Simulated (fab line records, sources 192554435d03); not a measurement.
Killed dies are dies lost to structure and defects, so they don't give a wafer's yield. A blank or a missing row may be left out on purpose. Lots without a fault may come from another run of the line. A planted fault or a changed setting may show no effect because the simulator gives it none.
Chamber matching | flow n5_finfet | N5_FIN_SAQP_MANDREL2_REMOVE_60 on rie_si-06: 4 sister chambers
The step chemistry HBr/Cl2/O2, target a-Si, stops on SiNx, bt time 10 s. 24 wafers are shown with their chamber, then 12 later ones without.

WAFERS WITH THEIR CHAMBER
wafer  | chamber | drypump_motor_current_A (A) | throttle_valve_pct (%) | oes_product_au (a.u.)
L074.1 | 0       | 5.2                         | 36.46                  | 1.003
L074.4 | 3       | 5.3                         | 36.55                  | 0.972
L074.5 | 1       | 5.6                         | 36.58                  | 1.006
L075.2 | 2       | 5.8                         | 36.84                  | 1.021
L075.4 | 1       | 5.6                         | 36.56                  | 1.008
L075.6 | 3       | 5.3                         | 36.55                  | 0.987
L078.2 | 2       | 5.8                         | 36.86                  | 1.019
L078.4 | 3       | 5.3                         | 36.54                  | 0.981
L078.6 | 3       | 5.2                         | 36.55                  | 0.979
L080.3 | 0       | 5.2                         | 36.46                  | 1.007
L080.5 | 3       | 5.3                         | 36.56                  | 0.984
L080.6 | 0       | 5.2                         | 36.46                  | 1.007
L081.2 | 0       | 5.2                         | 36.46                  | 1.006
L081.3 | 3       | 5.3                         | 36.56                  | 0.979
L081.4 | 1       | 5.6                         | 36.57                  | 1.004
L083.1 | 2       | 5.8                         | 36.86                  | 1.013
L083.2 | 3       | 5.3                         | 36.56                  | 0.981
L083.3 | 0       | 5.2                         | 36.46                  | 1.014
L088.1 | 1       | 5.6                         | 36.55                  | 1.006
L088.4 | 0       | 5.2                         | 36.47                  | 1.011
L088.6 | 2       | 5.8                         | 36.86                  | 1.034
L090.1 | 3       | 5.3                         | 36.55                  | 0.989
L090.3 | 0       | 5.2                         | 36.45                  | 1.006
L090.4 | 2       | 5.8                         | 36.85                  | 1.019

SIGNATURES (means of the wafers above)
reading                 | chamber 0 | chamber 1 | chamber 2 | chamber 3 | scatter within a chamber
drypump_motor_current_A | 5.200     | 5.600     | 5.800     | 5.287     | 0.0209
throttle_valve_pct      | 36.4600   | 36.5650   | 36.8540   | 36.5525   | 0.00828
oes_product_au          | 1.00771   | 1.00600   | 1.02120   | 0.98150   | 0.00512
Rule: a wafer's distance from a chamber is the root of the sum, over the readings, of the square of ((its reading less the chamber's mean) divided by the reading's scatter). The wafer belongs to the nearest chamber; if the next one is less than 2 further off, it can't be placed. The scatter: the root of (the sum of the squares of (reading less its chamber's mean) over the shown wafers, divided by (wafers less chambers)).

WAFERS WITHOUT THEIR CHAMBER
wafer  | drypump_motor_current_A (A) | throttle_valve_pct (%) | oes_product_au (a.u.)
L092.1 | 5.8                         | 36.84                  | 1.017
L092.2 | 5.3                         | 36.55                  | 0.985
L092.4 | 5.6                         | 36.57                  | 1.001
L093.1 | 5.2                         | 36.47                  | 1.002
L093.3 | 5.8                         | 36.85                  | 1.016
L093.4 | 5.3                         | 36.54                  | 0.980
L094.1 | 5.2                         | 36.46                  | 0.995
L094.5 | 5.8                         | 36.86                  | 1.009
L094.6 | 5.2                         | 36.55                  | 0.979
L097.1 | 5.7                         | 36.85                  | 1.023
L097.3 | 5.6                         | 36.57                  | 1.009
L097.5 | 5.3                         | 36.56                  | 0.995

WHICH CHAMBER EACH WENT THROUGH
wafer  | from the rows above | in truth
L092.1 | 2                   | 2
L092.2 | 3                   | 3
L092.4 | 1                   | 1
L093.1 | 0                   | 0
L093.3 | 2                   | 2
L093.4 | 3                   | 3
L094.1 | 0                   | 0
L094.5 | 2                   | 2
L094.6 | 3                   | 3
L097.1 | 2                   | 2
L097.3 | 1                   | 1
L097.5 | 3                   | 3
Placed correctly: 12 of 12. Can't be placed from these rows: 0. Placed wrongly: 0.
